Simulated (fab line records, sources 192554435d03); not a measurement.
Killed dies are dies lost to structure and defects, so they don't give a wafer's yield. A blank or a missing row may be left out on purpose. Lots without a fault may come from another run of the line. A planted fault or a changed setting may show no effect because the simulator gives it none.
Which tool did it? | flow n5_finfet | 24 lots, 72 wafers sampled, at 6 steps of a route of 1938

WHAT THE GAUGES READ, wafer by wafer
N5_BEOL_M2_OVL_MEAS_29. Usual: V1_OVL 0.6 nm, standard deviation 0.76.
lot  | measured     | on         | V1_OVL (nm)   | flag
L075 | day 6 18:13  | overlay-02 | 2.7 1.5 1.2   |
L074 | day 6 22:07  | overlay-01 | 0.0 -0.6 0.2  |
L076 | day 7 04:23  | overlay-02 | 0.2 0.9 0.4   |
L077 | day 7 09:01  | overlay-01 | -0.2 0.5 0.6  |
L079 | day 7 19:55  | overlay-02 | 0.4 0.0 0.5   |
L078 | day 7 23:32  | overlay-02 | 0.2 2.2 0.9   |
L080 | day 8 01:37  | overlay-01 | 1.6 0.6 1.2   |
L081 | day 8 12:16  | overlay-02 | 1.4 0.5 0.6   |
L082 | day 8 16:02  | overlay-02 | 0.0 0.1 -0.2  |
L083 | day 8 22:56  | overlay-02 | 0.0 0.0 0.5   |
L084 | day 9 11:19  | overlay-01 | 2.6 1.6 2.5   |
L087 | day 10 02:01 | overlay-01 | 0.4 0.4 1.0   |
L085 | day 10 10:15 | overlay-02 | 1.6 2.0 0.3   |
L086 | day 10 10:19 | overlay-01 | 0.6 0.5 1.6   |
L088 | day 10 20:53 | overlay-01 | 0.2 1.6 1.9   |
L089 | day 10 21:00 | overlay-02 | -0.7 1.5 1.1  |
L091 | day 10 21:06 | overlay-01 | -1.2 -0.2 0.5 |
L090 | day 11 00:38 | overlay-02 | 0.6 0.4 1.2   |
L092 | day 11 04:47 | overlay-01 | 1.4 0.9 0.5   |
L093 | day 11 08:31 | overlay-01 | 1.4 0.2 1.3   |
L094 | day 11 13:19 | overlay-02 | 0.4 0.4 0.8   |
L095 | day 11 22:23 | overlay-02 | -0.3 0.7 0.5  |
L096 | day 12 04:42 | overlay-01 | 0.1 -1.1 0.1  |
L097 | day 12 17:07 | overlay-01 | 0.5 0.2 1.0   |

N5_BEOL_M2_RS_MEAS_58: measures by four-point-probe. Usual: M2_RS 0.66 ohm/sq, standard deviation 0.044.
lot  | measured     | on            | M2_RS (ohm/sq) | flag
L075 | day 6 22:40  | film_metro-01 | 0.62 0.65 0.64 |
L074 | day 7 04:46  | film_metro-02 | 0.68 0.63 0.71 |
L076 | day 7 09:30  | film_metro-02 | 0.66 0.68 0.67 |
L077 | day 7 17:58  | film_metro-01 | 0.64 0.61 0.67 |
L079 | day 8 03:35  | film_metro-02 | 0.69 0.64 0.65 |
L078 | day 8 05:26  | film_metro-01 | 0.65 0.68 0.67 |
L080 | day 8 11:22  | film_metro-01 | 0.72 0.69 0.67 |
L081 | day 8 17:20  | film_metro-02 | 0.69 0.71 0.67 |
L082 | day 9 00:38  | film_metro-01 | 0.71 0.61 0.72 |
L083 | day 9 04:26  | film_metro-02 | 0.61 0.70 0.64 |
L084 | day 9 15:50  | film_metro-01 | 0.58 0.66 0.65 |
L087 | day 10 10:04 | film_metro-02 | 0.60 0.71 0.58 |
L085 | day 10 14:37 | film_metro-02 | 0.74 0.64 0.71 |
L086 | day 10 15:01 | film_metro-02 | 0.59 0.63 0.67 |
L088 | day 11 03:34 | film_metro-01 | 0.61 0.62 0.54 |
L089 | day 11 05:57 | film_metro-01 | 0.66 0.61 0.62 |
L091 | day 11 06:45 | film_metro-02 | 0.69 0.63 0.73 |
L090 | day 11 07:49 | film_metro-01 | 0.76 0.66 0.64 |
L092 | day 11 12:05 | film_metro-02 | 0.78 0.64 0.70 |
L093 | day 11 15:29 | film_metro-02 | 0.65 0.67 0.65 |
L094 | day 11 20:08 | film_metro-02 | 0.67 0.68 0.66 |
L095 | day 12 05:33 | film_metro-01 | 0.63 0.61 0.61 |
L096 | day 12 10:07 | film_metro-02 | 0.69 0.68 0.70 |
L097 | day 13 07:45 | film_metro-02 | 0.67 0.64 0.64 |

WHICH TOOL RAN EACH LOT (tool, then ch and the chambers of the sampled wafers, then the start)
lot  | N5_BEOL_M2_DESCUM_33               | N5_BEOL_M2_SPUTTER_86        | N5_BEOL_M2_SPUTTER_88        | N5_BEOL_M2_ANNEAL_51
L075 | rie_diel-05 ch 1,3, day 6 18:17    | pvd_sputter-03, day 6 20:31  | pvd_sputter-03, day 6 20:44  | rtp_anneal-01 ch 0, day 6 21:55
L074 | rie_diel-04 ch 0,1,3, day 6 22:13  | pvd_sputter-02, day 7 02:34  | pvd_sputter-02, day 7 02:47  | rtp_anneal-01 ch 0, day 7 03:52
L076 | rie_diel-05 ch 0,2,3, day 7 04:29  | pvd_sputter-01, day 7 07:11  | pvd_sputter-01, day 7 07:24  | rtp_anneal-01 ch 0, day 7 08:37
L077 | rie_diel-04 ch 0,1,2, day 7 09:13  | pvd_sputter-02, day 7 15:49  | pvd_sputter-02, day 7 16:02  | rtp_anneal-01 ch 0, day 7 17:16
L079 | rie_diel-04 ch 2,3, day 7 20:06    | pvd_sputter-01, day 8 01:26  | pvd_sputter-01, day 8 01:40  | rtp_anneal-02 ch 0, day 8 02:47
L078 | rie_diel-03 ch 0,1, day 7 23:38    | pvd_sputter-01, day 8 03:17  | pvd_sputter-01, day 8 03:30  | rtp_anneal-02 ch 0, day 8 04:34
L080 | rie_diel-04 ch 0,1,3, day 8 01:52  | pvd_sputter-01, day 8 09:13  | pvd_sputter-01, day 8 09:26  | rtp_anneal-02 ch 0, day 8 10:34
L081 | rie_diel-05 ch 1,2, day 8 12:25    | pvd_sputter-02, day 8 15:11  | pvd_sputter-02, day 8 15:24  | rtp_anneal-02 ch 0, day 8 16:31
L082 | rie_diel-04 ch 0,1,3, day 8 16:24  | pvd_sputter-03, day 8 22:13  | pvd_sputter-03, day 8 22:26  | rtp_anneal-01 ch 0, day 8 23:31
L083 | rie_diel-05 ch 0,1,3, day 8 23:01  | pvd_sputter-01, day 9 01:49  | pvd_sputter-01, day 9 02:02  | rtp_anneal-02 ch 0, day 9 03:35
L084 | rie_diel-03 ch 1,3, day 9 11:24    | pvd_sputter-03, day 9 13:41  | pvd_sputter-03, day 9 13:55  | rtp_anneal-01 ch 0, day 9 15:02
L087 | rie_diel-04 ch 0,1, day 10 02:23   | pvd_sputter-03, day 10 07:31 | pvd_sputter-03, day 10 07:46 | rtp_anneal-02 ch 0, day 10 09:19
L085 | rie_diel-03 ch 0,3, day 10 10:20   | pvd_sputter-02, day 10 12:28 | pvd_sputter-02, day 10 12:41 | rtp_anneal-02 ch 0, day 10 13:45
L086 | rie_diel-05 ch 0,1, day 10 10:24   | pvd_sputter-03, day 10 12:43 | pvd_sputter-03, day 10 12:58 | rtp_anneal-01 ch 0, day 10 14:12
L088 | rie_diel-03 ch 0,3, day 10 20:59   | pvd_sputter-02, day 11 01:25 | pvd_sputter-02, day 11 01:38 | rtp_anneal-02 ch 0, day 11 02:43
L089 | rie_diel-04 ch 1,2, day 10 21:05   | pvd_sputter-03, day 11 03:48 | pvd_sputter-03, day 11 04:01 | rtp_anneal-02 ch 0, day 11 05:11
L091 | rie_diel-04 ch 0,1,2, day 10 21:11 | pvd_sputter-01, day 11 04:35 | pvd_sputter-01, day 11 04:48 | rtp_anneal-02 ch 0, day 11 05:52
L090 | rie_diel-04 ch 0,2, day 11 00:43   | pvd_sputter-03, day 11 05:38 | pvd_sputter-03, day 11 05:52 | rtp_anneal-02 ch 0, day 11 06:59
L092 | rie_diel-04 ch 0,1,2, day 11 04:52 | pvd_sputter-02, day 11 09:56 | pvd_sputter-02, day 11 10:09 | rtp_anneal-02 ch 0, day 11 11:13
L093 | rie_diel-03 ch 0,1,3, day 11 08:37 | pvd_sputter-02, day 11 13:17 | pvd_sputter-02, day 11 13:31 | rtp_anneal-01 ch 0, day 11 14:37
L094 | rie_diel-05 ch 2,3, day 11 13:24   | pvd_sputter-03, day 11 17:55 | pvd_sputter-03, day 11 18:08 | rtp_anneal-01 ch 0, day 11 19:15
L095 | rie_diel-04 ch 1,2, day 11 22:28   | pvd_sputter-01, day 12 03:21 | pvd_sputter-01, day 12 03:34 | rtp_anneal-01 ch 0, day 12 04:47
L096 | rie_diel-03 ch 1,2, day 12 04:46   | pvd_sputter-02, day 12 07:22 | pvd_sputter-02, day 12 07:35 | rtp_anneal-02 ch 0, day 12 09:14
L097 | rie_diel-05 ch 1,2, day 12 17:13   | pvd_sputter-02, day 13 05:36 | pvd_sputter-02, day 13 05:49 | rtp_anneal-02 ch 0, day 13 06:53
- N5_BEOL_M2_DESCUM_33: chemistry O2, time 7 s.
- N5_BEOL_M2_SPUTTER_86: material Cu, target thk 4.5 nm, time 8.29 s.
- N5_BEOL_M2_SPUTTER_88: material Cu, target thk 4.5 nm, time 8.29 s.
- N5_BEOL_M2_ANNEAL_51: time 90 s.

WHAT THE TOOLS THEMSELVES READ (means of the sampled wafers that have a number; where no wafer has one, the mark that the record gives instead)
N5_BEOL_M2_DESCUM_33. Usual: bias_power_w 19.99 W, standard deviation 0.063; chamber_pressure_mTorr 20.004 mTorr, standard deviation 0.016; drypump_motor_current_A 5.5 A, standard deviation 0.44; oes_product_au 0.82 a.u., standard deviation 0.084; rf_vpp_V 243.1 V, standard deviation 1.1; showerhead_plenum_p_Torr 2.10 Torr, standard deviation 0.054; throttle_valve_pct 20.60 %, standard deviation 0.18.
lot  | tool        | bias_power_w (W) | chamber_pressure_mTorr (mTorr) | drypump_motor_current_A (A) | oes_product_au (a.u.) | rf_vpp_V (V) | showerhead_plenum_p_Torr (Torr) | throttle_valve_pct (%) | flag
L075 | rie_diel-05 | 20.01            | 20.008                         | 5.7                         | 0.80                  | 243.8        | 2.13                            | 20.79                  |
L074 | rie_diel-04 | 20.00            | 20.005                         | 5.5                         | 0.82                  | 243.9        | 2.11                            | 20.48                  |
L076 | rie_diel-05 | 19.98            | 20.009                         | 5.7                         | 0.74                  | 242.4        | 2.09                            | 20.70                  |
L077 | rie_diel-04 | 20.03            | 20.014                         | 5.2                         | 0.88                  | 242.4        | 2.08                            | 20.56                  |
L079 | rie_diel-04 | 20.05            | 20.021                         | 6.0                         | 0.76                  | 243.7        | 2.14                            | 20.66                  |
L078 | rie_diel-03 | 19.94            | 19.995                         | 6.0                         | 0.72                  | 243.6        | 2.09                            | 20.58                  |
L080 | rie_diel-04 | 19.97            | 20.002                         | 5.5                         | 0.80                  | 243.5        | 2.11                            | 20.49                  |
L081 | rie_diel-05 | 20.01            | 19.999                         | 5.3                         | 0.81                  | 244.2        | 2.14                            | 20.71                  |
L082 | rie_diel-04 | 20.06            | 20.004                         | 5.5                         | 0.80                  | 243.1        | 2.11                            | 20.52                  |
L083 | rie_diel-05 | 19.98            | 20.018                         | 5.7                         | 0.78                  | 243.3        | 2.08                            | 20.70                  |
L084 | rie_diel-03 | 20.00            | 20.008                         | 5.7                         | 0.86                  | 244.4        | 2.13                            | 20.49                  |
L087 | rie_diel-04 | 19.99            | 20.026                         | 5.0                         | 0.83                  | 242.9        | 2.10                            | 20.50                  |
L085 | rie_diel-03 | 20.02            | 19.998                         | 5.7                         | 0.92                  | 243.5        | 2.08                            | 20.28                  |
L086 | rie_diel-05 | 20.01            | 19.995                         | 5.5                         | 0.83                  | 243.3        | 2.09                            | 20.65                  |
L088 | rie_diel-03 | 19.97            | 20.013                         | 5.6                         | 0.89                  | 243.5        | 2.10                            | 20.37                  |
L089 | rie_diel-04 | 20.01            | 20.002                         | 5.4                         | 0.84                  | 243.4        | 2.03                            | 20.55                  |
L091 | rie_diel-04 | 19.97            | 19.994                         | 5.2                         | 0.84                  | 242.9        | 2.07                            | 20.59                  |
L090 | rie_diel-04 | 19.95            | 20.000                         | 5.3                         | 0.85                  | 243.0        | 2.09                            | 20.72                  |
L092 | rie_diel-04 | 19.99            | 20.002                         | 5.2                         | 0.84                  | 242.7        | 2.07                            | 20.59                  |
L093 | rie_diel-03 | 19.96            | 20.006                         | 5.9                         | 0.86                  | 242.2        | 2.10                            | 20.44                  |
L094 | rie_diel-05 | 19.93            | 19.987                         | 5.5                         | 0.71                  | 242.9        | 2.12                            | 20.83                  |
L095 | rie_diel-04 | 19.97            | 19.988                         | 5.4                         | 0.82                  | 242.5        | 2.02                            | 20.58                  |
L096 | rie_diel-03 | 20.00            | 19.997                         | 5.7                         | 0.91                  | 243.2        | 2.13                            | 20.43                  |
L097 | rie_diel-05 | 19.92            | 20.018                         | 5.3                         | 0.76                  | 243.2        | 2.13                            | 20.74                  |

N5_BEOL_M2_SPUTTER_86. Usual: substrate_temp_c -20.01 C, standard deviation 0.1; throttle_valve_pct 29.9 %, standard deviation 0.91.
lot  | tool           | substrate_temp_c (C) | throttle_valve_pct (%) | flag
L075 | pvd_sputter-03 | -20.09               | 30.5                   |
L074 | pvd_sputter-02 | -19.96               | 29.5                   |
L076 | pvd_sputter-01 | -20.09               | 29.0                   |
L077 | pvd_sputter-02 | -20.05               | 29.8                   |
L079 | pvd_sputter-01 | -20.04               | 30.2                   |
L078 | pvd_sputter-01 | -20.05               | 29.1                   |
L080 | pvd_sputter-01 | -19.99               | 29.3                   |
L081 | pvd_sputter-02 | -20.04               | 30.7                   |
L082 | pvd_sputter-03 | -20.08               | 30.5                   |
L083 | pvd_sputter-01 | -20.08               | 29.4                   |
L084 | pvd_sputter-03 | -20.02               | 30.4                   |
L087 | pvd_sputter-03 | -19.99               | 29.5                   |
L085 | pvd_sputter-02 | -19.91               | 30.2                   |
L086 | pvd_sputter-03 | -20.04               | 30.3                   |
L088 | pvd_sputter-02 | -20.06               | 30.3                   |
L089 | pvd_sputter-03 | -20.01               | 30.6                   |
L091 | pvd_sputter-01 | -20.01               | 28.8                   |
L090 | pvd_sputter-03 | -20.06               | 30.5                   |
L092 | pvd_sputter-02 | -20.00               | 30.1                   |
L093 | pvd_sputter-02 | -19.98               | 29.7                   |
L094 | pvd_sputter-03 | -19.99               | 30.4                   |
L095 | pvd_sputter-01 | -19.97               | 29.2                   |
L096 | pvd_sputter-02 | -20.03               | 29.9                   |
L097 | pvd_sputter-02 | -19.99               | 29.9                   |

N5_BEOL_M2_SPUTTER_88. Usual: substrate_temp_c -20.02 C, standard deviation 0.096; throttle_valve_pct 29.9 %, standard deviation 0.92.
lot  | tool           | substrate_temp_c (C) | throttle_valve_pct (%) | flag
L075 | pvd_sputter-03 | -20.06               | 30.3                   |
L074 | pvd_sputter-02 | -20.06               | 29.5                   |
L076 | pvd_sputter-01 | -20.10               | 28.9                   |
L077 | pvd_sputter-02 | -20.13               | 29.6                   |
L079 | pvd_sputter-01 | -19.95               | 30.1                   |
L078 | pvd_sputter-01 | -20.05               | 29.2                   |
L080 | pvd_sputter-01 | -19.97               | 29.5                   |
L081 | pvd_sputter-02 | -20.03               | 30.7                   |
L082 | pvd_sputter-03 | -20.05               | 30.5                   |
L083 | pvd_sputter-01 | -20.06               | 29.4                   |
L084 | pvd_sputter-03 | -20.10               | 30.3                   |
L087 | pvd_sputter-03 | -19.98               | 29.4                   |
L085 | pvd_sputter-02 | -19.98               | 30.3                   |
L086 | pvd_sputter-03 | -19.94               | 30.1                   |
L088 | pvd_sputter-02 | -19.98               | 30.2                   |
L089 | pvd_sputter-03 | -20.03               | 30.6                   |
L091 | pvd_sputter-01 | -20.05               | 28.8                   |
L090 | pvd_sputter-03 | -20.00               | 30.4                   |
L092 | pvd_sputter-02 | -20.01               | 30.1                   |
L093 | pvd_sputter-02 | -19.98               | 29.5                   |
L094 | pvd_sputter-03 | -20.01               | 30.5                   |
L095 | pvd_sputter-01 | -19.94               | 29.2                   |
L096 | pvd_sputter-02 | -19.89               | 29.9                   |
L097 | pvd_sputter-02 | -20.04               | 29.9                   |

N5_BEOL_M2_ANNEAL_51. Usual: wafer_temp_C_max 226.1, standard deviation 0.51.
lot  | tool          | wafer_temp_C_max | flag
L075 | rtp_anneal-01 | 225.6            |
L074 | rtp_anneal-01 | 225.7            |
L076 | rtp_anneal-01 | 225.8            |
L077 | rtp_anneal-01 | 225.7            |
L079 | rtp_anneal-02 | 226.6            |
L078 | rtp_anneal-02 | 226.4            |
L080 | rtp_anneal-02 | 226.6            |
L081 | rtp_anneal-02 | 226.6            |
L082 | rtp_anneal-01 | 225.2            |
L083 | rtp_anneal-02 | 226.3            |
L084 | rtp_anneal-01 | 225.7            |
L087 | rtp_anneal-02 | 226.3            |
L085 | rtp_anneal-02 | 226.7            |
L086 | rtp_anneal-01 | 225.3            |
L088 | rtp_anneal-02 | 226.4            |
L089 | rtp_anneal-02 | 226.7            |
L091 | rtp_anneal-02 | 226.8            |
L090 | rtp_anneal-02 | 226.5            |
L092 | rtp_anneal-02 | 226.1            |
L093 | rtp_anneal-01 | 225.6            |
L094 | rtp_anneal-01 | 225.5            |
L095 | rtp_anneal-01 | 225.6            |
L096 | rtp_anneal-02 | 226.0            |
L097 | rtp_anneal-02 | 226.7            |

THE ANSWER, worked out from the rows above alone
Rule: a lot is off if the mean of its wafers that have a number lies more than 3 standard deviations from the usual mean. A lot without any number at a reading at which 4 lots or more have one is off too. The other lots that the step has rows for count as sound. The gauges are gone through in route order, then the tools' own readings, and for those a lot's mean is taken as printed above. The first step at which some lot is off is used, and at that step the reading that is off furthest; a lot without a number counts as furthest.
No lot is off at any reading shown: from this, nothing can be told.

WHAT THE SIMULATOR HAD PUT IN
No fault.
